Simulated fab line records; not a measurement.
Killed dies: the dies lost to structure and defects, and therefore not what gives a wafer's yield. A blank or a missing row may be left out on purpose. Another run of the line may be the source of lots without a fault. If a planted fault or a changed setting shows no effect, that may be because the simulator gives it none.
Which tool was responsible? -- flow nand harc -- route of 1302 steps, sampled at 1 step: 12 lots, 36 wafers

## WHAT EACH GAUGE READ, for each wafer
NHARC_P_BONDPAD_CD_MEAS_13.
lot,measured,on,cd nm (nm)
L075,day 7 05:28,cd sem-01,501.9 501.0 500.0
L077,day 7 21:11,cd sem-01,496.9 499.2 500.5
L079,day 9 08:25,cd sem-01,500.6 498.3 501.0
L081,day 10 02:34,cd sem-01,500.4 498.2 500.1
L084,day 10 17:46,cd sem-03,496.7 502.0 502.2
L085,day 11 11:54,cd sem-02,495.3 498.0 500.6
L087,day 11 20:44,cd sem-02,500.0 500.9 499.6
L089,day 13 01:56,cd sem-03,496.4 496.1 498.2
L091,day 13 14:24,cd sem-01,500.3 499.7 498.0
L093,day 14 19:19,cd sem-02,500.2 499.5 498.5
L095,day 15 17:28,cd sem-01,497.4 497.3 496.9
L097,day 16 02:48,cd sem-02,496.5 495.9 497.8

## WHAT TOOL EACH LOT RAN ON (gives the tool, then ch and the chambers of the sampled wafers, and finally the start)
The record shows no process step preceding these readings.

## THE ANSWER, worked out from the rows above alone
Rule: the usual values come from the lots themselves. The widest of any qualifying gaps counts: lots, ordered by their means at a reading, are off when they make up no more than a third of the lots, leave a main group of 4 or more, and stand apart from it by 3 or more times the standard deviation of that group's means. Not used: any main group whose means are identical at the precision the tables above print for the reading. A lot without any number at a reading at which 4 lots or more have one is off too. Any other lot the step has rows for is counted as sound.
No lot is off at any reading shown: from this, nothing can be told.

## WHAT WAS PUT IN BY THE SIMULATOR
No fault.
